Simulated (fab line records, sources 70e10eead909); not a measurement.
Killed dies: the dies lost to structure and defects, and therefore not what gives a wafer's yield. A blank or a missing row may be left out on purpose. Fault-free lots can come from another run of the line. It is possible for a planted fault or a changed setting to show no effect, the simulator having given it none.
Chamber matching -- flow nand-harc -- NHARC_THIN_TSV_STRIP_57 on wet-bench-08: 7 sister chambers
The step strips in post etch residue remover, time 1200 s. 14 wafers are shown with their chamber, then 7 later ones without.

== WAFERS WITH THEIR CHAMBER ==
wafer,chamber,bath-guard-temp-C (C)
L373.1,5,73.4
L373.5,6,72.5
L373.6,2,72.3
L381.2,6,72.9
L381.3,0,72.6
L381.6,5,73.1
L391.2,3,72.9
L391.4,7,71.9
L391.5,0,72.6
L390.3,1,72.7
L390.4,5,73.7
L390.6,2,72.6
L396.1,5,73.1
L396.4,6,72.8

SIGNATURES (averages over the wafers above)
reading,chamber 0,chamber 1,chamber 2,chamber 3,chamber 5,chamber 6,chamber 7,scatter within a chamber
bath-guard-temp-C,72.600,72.700,72.450,72.900,73.325,72.733,71.900,0.233
Rule: for each reading, subtract the chamber's mean from the wafer's reading, divide by that reading's scatter and square the result; add these up over the readings and take the root, which gives the wafer's distance from the chamber. The wafer belongs to the nearest chamber; if the next one is less than 2 further off, it can't be placed. The scatter: take each reading less its chamber's mean, square it, sum over the shown wafers, divide by the number of wafers less the number of chambers, and take the root.

== WAFERS MISSING THEIR CHAMBER ==
wafer,bath-guard-temp-C (C)
L396.6,72.8
L394.1,72.4
L394.4,72.6
L394.6,72.9
L395.1,72.7
L395.4,72.8
L395.6,72.8

== THE CHAMBER EACH PASSED THROUGH ==
wafer,from the rows above,in truth
L396.6,can't be placed: 6 or 1 or 3 or 0 or 2 or 5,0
L394.1,can't be placed: 2 or 0 or 1 or 6 or 3 or 7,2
L394.4,can't be placed: 0 or 1 or 6 or 2 or 3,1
L394.6,can't be placed: 3 or 6 or 1 or 0 or 5 or 2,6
L395.1,can't be placed: 1 or 6 or 0 or 3 or 2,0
L395.4,can't be placed: 6 or 1 or 3 or 0 or 2 or 5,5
L395.6,can't be placed: 6 or 1 or 3 or 0 or 2 or 5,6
Correctly placed: 0 of 7. Can't be placed from these rows: 7 (the true chamber is among the candidates in 7). Placed wrongly: 0.
